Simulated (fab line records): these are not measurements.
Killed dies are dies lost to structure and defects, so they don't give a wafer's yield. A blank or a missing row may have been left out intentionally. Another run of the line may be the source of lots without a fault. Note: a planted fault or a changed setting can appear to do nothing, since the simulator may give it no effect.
Matching of chambers -- flow nand harc -- rie diel-07 running NHARC_A_CONTACT_ETCH_88: 3 sister chambers
The step etches the open film in CF4, target depth 39 nm, time 65 s. 3 wafers are shown with their chamber, then 6 later ones without.

== WAFERS WITH THEIR CHAMBER ==
wafer,chamber,drypump motor current A (A)
L397.3,2,5.4
L400.5,1,5.5
L400.6,0,5.0

== WAFERS WITHOUT THEIR CHAMBER ==
wafer,drypump motor current A (A)
L399.1,5.5
L399.3,5.1
L399.6,5.5
L403.3,5.5
L403.6,5.4
L408.3,5.1

== WHICH CHAMBER EACH WENT THROUGH ==
wafer,from the rows above,in truth
L399.1,can't be placed: 1 or 2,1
L399.3,0,0
L399.6,can't be placed: 1 or 2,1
L403.3,can't be placed: 1 or 2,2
L403.6,can't be placed: 2 or 1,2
L408.3,0,0
Placed correctly: 2 of 6. Cannot be placed on the basis of these rows: 4; the candidates contain the true chamber in 4. Number placed wrongly: 0.
How it was worked out, from the rows above alone: a wafer's distance from a chamber is the root of the sum, over the readings, of the square of ((its reading less the chamber's mean) divided by the reading's scatter). The wafer belongs to the nearest chamber; if the next one is less than 2 further off, it can't be placed. For every chamber, the mean is computed from those of its wafers that are shown. The scatter: root of mean squared gap, hidden wafer to nearest shown wafer, with one shown wafer a chamber.
